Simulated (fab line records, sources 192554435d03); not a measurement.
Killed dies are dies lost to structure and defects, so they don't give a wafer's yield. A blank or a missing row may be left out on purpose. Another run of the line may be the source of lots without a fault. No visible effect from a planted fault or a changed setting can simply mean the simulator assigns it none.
Chamber matching / flow n5_finfet / 3 sister chambers for N5_BEOL_M4_ILD_DEP_00 on pecvd-04
The step deposits SiOC from DEMS/O2, target thk 79 nm, time 15.3 s. 6 wafers are shown with their chamber, then 9 later ones without.

== WAFERS, EACH WITH ITS CHAMBER ==
wafer=L084.1; chamber=1; heater_power_w (W)=559; throttle_valve_pct (%)=12.4
wafer=L085.2; chamber=2; heater_power_w (W)=452; throttle_valve_pct (%)=11.6
wafer=L085.4; chamber=0; heater_power_w (W)=367; throttle_valve_pct (%)=11.4
wafer=L086.2; chamber=1; heater_power_w (W)=592; throttle_valve_pct (%)=12.5
wafer=L086.3; chamber=0; heater_power_w (W)=404; throttle_valve_pct (%)=11.2
wafer=L086.6; chamber=2; heater_power_w (W)=471; throttle_valve_pct (%)=11.4

== WAFERS WITH NO CHAMBER GIVEN ==
wafer=L088.3; heater_power_w (W)=558; throttle_valve_pct (%)=12.5
wafer=L088.4; heater_power_w (W)=546; throttle_valve_pct (%)=12.4
wafer=L088.6; heater_power_w (W)=400; throttle_valve_pct (%)=11.1
wafer=L091.2; heater_power_w (W)=518; throttle_valve_pct (%)=12.5
wafer=L091.5; heater_power_w (W)=339; throttle_valve_pct (%)=11.2
wafer=L091.6; heater_power_w (W)=434; throttle_valve_pct (%)=11.2
wafer=L093.1; heater_power_w (W)=365; throttle_valve_pct (%)=11.1
wafer=L093.3; heater_power_w (W)=562; throttle_valve_pct (%)=12.5
wafer=L093.6; heater_power_w (W)=509; throttle_valve_pct (%)=11.4

== THE CHAMBER EACH PASSED THROUGH ==
wafer=L088.3; from the rows above=1; in truth=1
wafer=L088.4; from the rows above=1; in truth=1
wafer=L088.6; from the rows above=0; in truth=0
wafer=L091.2; from the rows above=1; in truth=1
wafer=L091.5; from the rows above=0; in truth=0
wafer=L091.6; from the rows above=can't be placed: 0 or 2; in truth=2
wafer=L093.1; from the rows above=0; in truth=0
wafer=L093.3; from the rows above=1; in truth=1
wafer=L093.6; from the rows above=2; in truth=2
Placed correctly: 8 of 9. Cannot be placed on the basis of these rows: 1; the candidates contain the true chamber in 1. Wrongly placed: 0.
How it was worked out, from the rows above alone: a wafer's distance from a chamber is the root of the sum, over the readings, of the square of ((its reading less the chamber's mean) divided by the reading's scatter). The wafer belongs to the nearest chamber; if the next one is less than 2 further off, it can't be placed. The mean given for a chamber averages the wafers shown for that chamber. The scatter: the root of (the sum of the squares of (reading less its chamber's mean) over the shown wafers, divided by (wafers less chambers)).
